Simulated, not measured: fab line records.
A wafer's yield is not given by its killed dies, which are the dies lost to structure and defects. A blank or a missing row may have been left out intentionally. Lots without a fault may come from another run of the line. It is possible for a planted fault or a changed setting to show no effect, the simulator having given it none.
Chamber matching :: flow nandHarc :: NHARC_P_CONTACT_CMP_01 on cmp-03: 4 sister chambers
The step polishes SiO2, target thk 200 nm. 4 wafers are shown with their chamber, then 9 later ones without.

== WAFERS WITH THEIR CHAMBER ==
wafer: L085.6
chamber: 2
motorCurrentA (A): 14.0

wafer: L086.4
chamber: 3
motorCurrentA (A): 10.4

wafer: L090.1
chamber: 0
motorCurrentA (A): 12.5

wafer: L090.6
chamber: 1
motorCurrentA (A): 11.3

== WAFERS WITH NO CHAMBER GIVEN ==
wafer: L094.1
motorCurrentA (A): 13.4

wafer: L094.4
motorCurrentA (A): 10.8

wafer: L094.6
motorCurrentA (A): 10.8

wafer: L092.2
motorCurrentA (A): 11.4

wafer: L092.3
motorCurrentA (A): 14.1

wafer: L092.5
motorCurrentA (A): 10.8

wafer: L096.3
motorCurrentA (A): 10.9

wafer: L096.5
motorCurrentA (A): 13.6

wafer: L096.6
motorCurrentA (A): 11.1

== EACH ONE'S CHAMBER ==
wafer: L094.1
from the rows above: can't be placed: 2 or 0
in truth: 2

wafer: L094.4
from the rows above: can't be placed: 3 or 1
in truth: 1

wafer: L094.6
from the rows above: can't be placed: 3 or 1
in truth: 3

wafer: L092.2
from the rows above: 1
in truth: 1

wafer: L092.3
from the rows above: 2
in truth: 2

wafer: L092.5
from the rows above: can't be placed: 3 or 1
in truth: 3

wafer: L096.3
from the rows above: can't be placed: 1 or 3
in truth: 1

wafer: L096.5
from the rows above: can't be placed: 2 or 0
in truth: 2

wafer: L096.6
from the rows above: can't be placed: 1 or 3
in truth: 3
Correct placement for 2 of the 9. Can't be placed from these rows: 7 (the true chamber is among the candidates in 7). 0 placed wrongly.
How it was worked out, from the rows above alone: a wafer's distance from a chamber is the root of the sum, over the readings, of the square of ((its reading less the chamber's mean) divided by the reading's scatter). If the next closest chamber is less than 2 further off than the closest, the wafer can't be placed; otherwise it belongs to the closest. A chamber's mean is the mean of its shown wafers. The scatter (one wafer shown for each chamber): square how far every hidden wafer sits from the nearest shown wafer, average those squares and take the square root.
